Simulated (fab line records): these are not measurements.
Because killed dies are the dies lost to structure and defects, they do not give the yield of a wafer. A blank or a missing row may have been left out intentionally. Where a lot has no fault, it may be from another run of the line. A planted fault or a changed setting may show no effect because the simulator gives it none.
2 desks looking at one fault | flow nand harc | every desk sees just its own numbers, and what lay behind them comes last

## AT THE TOOL OWNER'S DESK: pecvd-04
The tool's own readings at NHARC_A_M1_DEP_00 (deposits SiOC, target thk 182.5 nm): means of the sampled wafers that have a number, for each lot that ran on this tool. The brackets show how far a lot's mean lies from the usual mean; more than 4 standard deviations puts the lot out of limits, marked OUT.
Columns: A = chamber pressure Torr at NHARC_A_M1_DEP_00, usual 4.999 Torr; B = rf fwd power W at NHARC_A_M1_DEP_00, usual 598.4 W
lot  | first seen here | A     | B
L823 | day 24 00:06    | 4.994 | 596.5
L829 | day 26 01:28    | 5.016 | 598.8
This desk's finding: nothing out of limits on any of the 2 lots.

## THE METROLOGY DESK
What the gauges read for every lot (on any tool): the sampled wafers with a number, averaged. The brackets show how far a lot's mean lies from the usual mean; more than 4 standard deviations puts the lot out of limits, marked OUT.
Columns: A = cd nm at NHARC_A_M0_CD_MEAS_16, usual 80.0 nm
lot  | first seen here | A
L821 | day 22 21:17    | 79.8
L822 | day 23 08:58    | 80.6
L824 | day 23 14:38    | 80.1
L825 | day 23 20:55    | 80.6
L823 | day 23 21:23    | 80.6
L826 | day 25 13:11    | 80.5
L829 | day 25 22:38    | 79.8
L831 | day 27 14:07    | 78.5
L833 | day 27 17:04    | 79.8
L834 | day 28 11:20    | 80.5
L838 | day 28 19:22    | 81.2
L835 | day 28 21:51    | 80.7
L844 | day 31 21:20    | 78.9
This desk's finding: nothing out of limits on any of the 13 lots.

## TAKEN TOGETHER
Nothing out of limits was seen by the tool owner's desk.
At the metrology desk, nothing out of limits was observed.

## WHAT THE SIMULATOR PUT IN
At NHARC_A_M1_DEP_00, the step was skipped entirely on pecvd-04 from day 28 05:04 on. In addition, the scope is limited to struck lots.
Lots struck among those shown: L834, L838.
